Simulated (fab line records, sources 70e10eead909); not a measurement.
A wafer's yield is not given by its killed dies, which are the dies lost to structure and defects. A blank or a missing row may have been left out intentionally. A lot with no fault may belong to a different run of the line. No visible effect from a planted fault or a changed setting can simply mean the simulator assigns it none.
Code-filled problem report in 8D (eight disciplines) form | flow nand harc | the parts of the form that need people (team, actions taken, sign-off) are left out

1. THE PROBLEM
At NHARC_A_BONDPAD_SOFTBAKE_04, heater power total W averages 334.8 W over 6 wafers from 2 lots, while fault-free wafers read 200.7 W, standard deviation 1.3. That is +99 or more standard deviations from the usual mean.
The step: time 70 s.
Seen first at day 20 21:00 on litho track-07, wafer L601.2. Wafers with a number at this step in the record: 42, from 14 lots. Rule for "out", or "out of limits": more than 4 standard deviations from the usual mean. The other wafers with a number count as sound.

2. WHAT IT IS; WHAT IT IS NOT
question                    | is                     | is not
which readings at this step | heater power total W   | -
which lots                  | L601, L602             | L589, L590, L591, L592, L593, L594, L596, L603, L605, L608, L610, L611
which wafers of those lots  | all that have a number | -
read on which tools         | litho track-07         | litho track-02, litho track-03
when                        | from day 20 21:00      | up to then (24 sound wafers); but 12 sound wafers of L605, L608, L610, L611 came after

3. SUSPECTS, AND WHAT RULES EACH OUT
Counting: a tool at any process step up to the reading remains a suspect when it ran all the lots that are out and ran no sound lot after the first of those.
- litho track-07 at NHARC_A_BONDPAD_SOFTBAKE_04 (time 70 s): kept. It ran every lot that is out, first L601 (day 20 21:00), and no sound lot after that; its last sound lot up to then is L593 (day 18 13:00). Out on those wafers are its own readings of heater power total W.
Remaining after the count: litho track-07 at NHARC_A_BONDPAD_SOFTBAKE_04.

4. THE CAUSE (what the simulator had put in)
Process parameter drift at NHARC_A_BONDPAD_SOFTBAKE_04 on litho track-07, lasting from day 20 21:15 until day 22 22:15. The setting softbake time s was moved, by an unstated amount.
The count eliminated every tool but this one.

5. THE EFFECT CHAIN, in route order
Each row: a reading whose mean over the struck wafers that have a number lies more than 3 standard deviations from the usual. Readings are gone through only where the record gives a usual standard deviation; hours: the median, over the lots, of the time from a lot's start at the first step in this table giving one to that lot's start at this step; sigmas: the change measured in usual standard deviations.
hours | step                        | reading              | usual   | on struck wafers | change | sigmas
0     | NHARC_A_BONDPAD_SOFTBAKE_04 | heater power total W | 200.7 W | 334.8            | +134.1 | +99 or more
Here are the process steps it includes:
- NHARC_A_BONDPAD_SOFTBAKE_04: time 70 s.
At these later measuring or inspecting steps, every struck wafer for which the step has a row has a number for every such reading, and none has moved that far: NHARC_A_BONDPAD_CD_MEAS_13.

6. WHAT WOULD HAVE CAUGHT IT SOONER
In this record the first reading out of limits was taken at day 20 21:00.
